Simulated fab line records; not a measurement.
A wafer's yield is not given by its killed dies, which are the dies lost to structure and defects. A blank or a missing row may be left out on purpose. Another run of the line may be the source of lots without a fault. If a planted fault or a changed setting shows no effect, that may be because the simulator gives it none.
Matching of chambers    flow nand-harc    NHARC_A_CONTACT_DEP_58 on pecvd-04: 3 sister chambers
The step deposits SiON, target thk 90 nm. 6 wafers are shown with their chamber, then 8 later ones without.

## WAFERS, EACH WITH ITS CHAMBER
wafer   chamber  heater-power-w (W)
L088.1  0        625
L088.5  2        581
L091.1  1        704
L091.4  2        637
L091.5  0        670
L092.1  1        755

## WAFERS WITHOUT THEIR CHAMBER
wafer   heater-power-w (W)
L092.2  670
L092.6  747
L094.4  636
L094.5  836
L094.6  575
L097.3  624
L097.4  618
L097.6  721

## WHICH CHAMBER EACH ONE RAN IN
wafer   from the rows above           in truth
L092.2  can't be placed: 0 or 1 or 2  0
L092.6  1                             1
L094.4  can't be placed: 0 or 2       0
L094.5  1                             1
L094.6  can't be placed: 2 or 0       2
L097.3  can't be placed: 2 or 0       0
L097.4  can't be placed: 2 or 0       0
L097.6  can't be placed: 1 or 0       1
Correct placement for 2 of the 8. From these rows, 6 cannot be placed; in 6 the true chamber is one of the candidates. Placed wrongly: 0.
How it was worked out, from the rows above alone: a wafer's distance from a chamber is the root of the sum, over the readings, of the square of ((its reading less the chamber's mean) divided by the reading's scatter). If the next closest chamber is less than 2 further off than the closest, the wafer can't be placed; otherwise it belongs to the closest. For every chamber, the mean is computed from those of its wafers that are shown. The scatter: take each reading less its chamber's mean, square it, sum over the shown wafers, divide by the number of wafers less the number of chambers, and take the root.
